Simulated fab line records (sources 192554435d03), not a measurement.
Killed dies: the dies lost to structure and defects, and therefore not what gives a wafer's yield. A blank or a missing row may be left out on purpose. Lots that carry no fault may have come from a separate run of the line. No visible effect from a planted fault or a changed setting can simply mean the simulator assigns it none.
Chamber matching :: flow n5_finfet :: 3 sister chambers for N5_BEOL_M13_DEP_53 on pecvd-03
The step deposits SiCN from 3MS/NH3, target thk 50 nm, time 17.8 s. 22 wafers are shown with their chamber, then 11 later ones without.

## WAFERS PAIRED WITH THEIR CHAMBERS
wafer: L075.2
chamber: 0
showerhead_plenum_p_Torr (Torr): 4.134
chamber_pressure_Torr (Torr): 3.020
throttle_valve_pct (%): 17.3

wafer: L075.4
chamber: 1
showerhead_plenum_p_Torr (Torr): 4.146
chamber_pressure_Torr (Torr): 2.998
throttle_valve_pct (%): 17.2

wafer: L075.5
chamber: 2
showerhead_plenum_p_Torr (Torr): 4.162
chamber_pressure_Torr (Torr): 2.985
throttle_valve_pct (%): 17.1

wafer: L080.1
chamber: 1
showerhead_plenum_p_Torr (Torr): 4.129
chamber_pressure_Torr (Torr): 2.997
throttle_valve_pct (%): 17.4

wafer: L080.2
chamber: 0
showerhead_plenum_p_Torr (Torr): 4.129
chamber_pressure_Torr (Torr): 2.996
throttle_valve_pct (%): 17.5

wafer: L080.4
chamber: 0
showerhead_plenum_p_Torr (Torr): 4.136
chamber_pressure_Torr (Torr): 2.997
throttle_valve_pct (%): 17.7

wafer: L081.2
chamber: 1
showerhead_plenum_p_Torr (Torr): 4.133
chamber_pressure_Torr (Torr): 3.008
throttle_valve_pct (%): 17.2

wafer: L081.3
chamber: 2
showerhead_plenum_p_Torr (Torr): 4.161
chamber_pressure_Torr (Torr): 2.995
throttle_valve_pct (%): 17.4

wafer: L081.4
chamber: 0
showerhead_plenum_p_Torr (Torr): 4.133
chamber_pressure_Torr (Torr): 3.001
throttle_valve_pct (%): 17.7

wafer: L083.1
chamber: 0
showerhead_plenum_p_Torr (Torr): 4.129
chamber_pressure_Torr (Torr): 3.020
throttle_valve_pct (%): 17.8

wafer: L083.3
chamber: 2
showerhead_plenum_p_Torr (Torr): 4.157
chamber_pressure_Torr (Torr): 2.992
throttle_valve_pct (%): 17.4

wafer: L083.5
chamber: 2
showerhead_plenum_p_Torr (Torr): 4.157
chamber_pressure_Torr (Torr): 2.991
throttle_valve_pct (%): 17.4

wafer: L084.3
chamber: 1
showerhead_plenum_p_Torr (Torr): 4.134
chamber_pressure_Torr (Torr): 3.000
throttle_valve_pct (%): 17.2

wafer: L084.5
chamber: 0
showerhead_plenum_p_Torr (Torr): 4.141
chamber_pressure_Torr (Torr): 3.013
throttle_valve_pct (%): 17.5

wafer: L084.6
chamber: 1
showerhead_plenum_p_Torr (Torr): 4.134
chamber_pressure_Torr (Torr): 3.007
throttle_valve_pct (%): 17.3

wafer: L085.3
chamber: 1
showerhead_plenum_p_Torr (Torr): 4.137
chamber_pressure_Torr (Torr): 3.005
throttle_valve_pct (%): 17.6

wafer: L085.4
chamber: 0
showerhead_plenum_p_Torr (Torr): 4.139
chamber_pressure_Torr (Torr): 2.995
throttle_valve_pct (%): 17.6

wafer: L085.6
chamber: 1
showerhead_plenum_p_Torr (Torr): 4.138
chamber_pressure_Torr (Torr): 3.007
throttle_valve_pct (%): 17.4

wafer: L087.1
chamber: 2
showerhead_plenum_p_Torr (Torr): 4.157
chamber_pressure_Torr (Torr): 2.995
throttle_valve_pct (%): 17.6

wafer: L087.2
chamber: 0
showerhead_plenum_p_Torr (Torr): 4.137
chamber_pressure_Torr (Torr): 3.007
throttle_valve_pct (%): 17.6

wafer: L087.5
chamber: 2
showerhead_plenum_p_Torr (Torr): 4.147
chamber_pressure_Torr (Torr): 3.001
throttle_valve_pct (%): 17.3

wafer: L090.4
chamber: 0
showerhead_plenum_p_Torr (Torr): 4.135
chamber_pressure_Torr (Torr): 3.007
throttle_valve_pct (%): 17.6

SIGNATURES (means of the wafers above)
reading: showerhead_plenum_p_Torr
chamber 0: 4.13478
chamber 1: 4.13586
chamber 2: 4.15683
scatter within a chamber: 0.00484

reading: chamber_pressure_Torr
chamber 0: 3.00622
chamber 1: 3.00314
chamber 2: 2.99317
scatter within a chamber: 0.0074

reading: throttle_valve_pct
chamber 0: 17.589
chamber 1: 17.329
chamber 2: 17.367
scatter within a chamber: 0.152
Rule: a wafer lies at a distance from a chamber equal to the root of the sum of squares, over the readings, of (its reading less the chamber's mean, divided by the reading's scatter). If the next closest chamber is less than 2 further off than the closest, the wafer can't be placed; otherwise it belongs to the closest. The scatter: the root of (the sum of the squares of (reading less its chamber's mean) over the shown wafers, divided by (wafers less chambers)).

## WAFERS WITHOUT THEIR CHAMBER
wafer: L090.5
showerhead_plenum_p_Torr (Torr): 4.164
chamber_pressure_Torr (Torr): 3.002
throttle_valve_pct (%): 17.4

wafer: L090.6
showerhead_plenum_p_Torr (Torr): 4.135
chamber_pressure_Torr (Torr): 2.997
throttle_valve_pct (%): 17.6

wafer: L094.1
showerhead_plenum_p_Torr (Torr): 4.139
chamber_pressure_Torr (Torr): 3.009
throttle_valve_pct (%): 17.7

wafer: L094.2
showerhead_plenum_p_Torr (Torr): 4.133
chamber_pressure_Torr (Torr): 3.001
throttle_valve_pct (%): 17.7

wafer: L094.6
showerhead_plenum_p_Torr (Torr): 4.147
chamber_pressure_Torr (Torr): 3.001
throttle_valve_pct (%): 17.3

wafer: L093.1
showerhead_plenum_p_Torr (Torr): 4.147
chamber_pressure_Torr (Torr): 3.004
throttle_valve_pct (%): 17.8

wafer: L093.2
showerhead_plenum_p_Torr (Torr): 4.137
chamber_pressure_Torr (Torr): 3.001
throttle_valve_pct (%): 17.5

wafer: L093.6
showerhead_plenum_p_Torr (Torr): 4.143
chamber_pressure_Torr (Torr): 3.016
throttle_valve_pct (%): 17.9

wafer: L095.2
showerhead_plenum_p_Torr (Torr): 4.152
chamber_pressure_Torr (Torr): 2.994
throttle_valve_pct (%): 17.5

wafer: L095.3
showerhead_plenum_p_Torr (Torr): 4.154
chamber_pressure_Torr (Torr): 2.991
throttle_valve_pct (%): 17.7

wafer: L095.6
showerhead_plenum_p_Torr (Torr): 4.138
chamber_pressure_Torr (Torr): 2.994
throttle_valve_pct (%): 17.6

## EACH ONE'S CHAMBER
wafer: L090.5
from the rows above: 2
in truth: 2

wafer: L090.6
from the rows above: can't be placed: 0 or 1
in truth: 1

wafer: L094.1
from the rows above: can't be placed: 0 or 1
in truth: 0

wafer: L094.2
from the rows above: can't be placed: 0 or 1
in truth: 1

wafer: L094.6
from the rows above: can't be placed: 1 or 2 or 0
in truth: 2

wafer: L093.1
from the rows above: can't be placed: 0 or 2 or 1
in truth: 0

wafer: L093.2
from the rows above: can't be placed: 0 or 1
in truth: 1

wafer: L093.6
from the rows above: can't be placed: 0 or 1
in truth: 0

wafer: L095.2
from the rows above: 2
in truth: 2

wafer: L095.3
from the rows above: 2
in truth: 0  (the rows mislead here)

wafer: L095.6
from the rows above: can't be placed: 0 or 1
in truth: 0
Correctly placed: 2 of 11. From these rows, 8 cannot be placed; in 8 the true chamber is one of the candidates. Placed wrongly: 1.
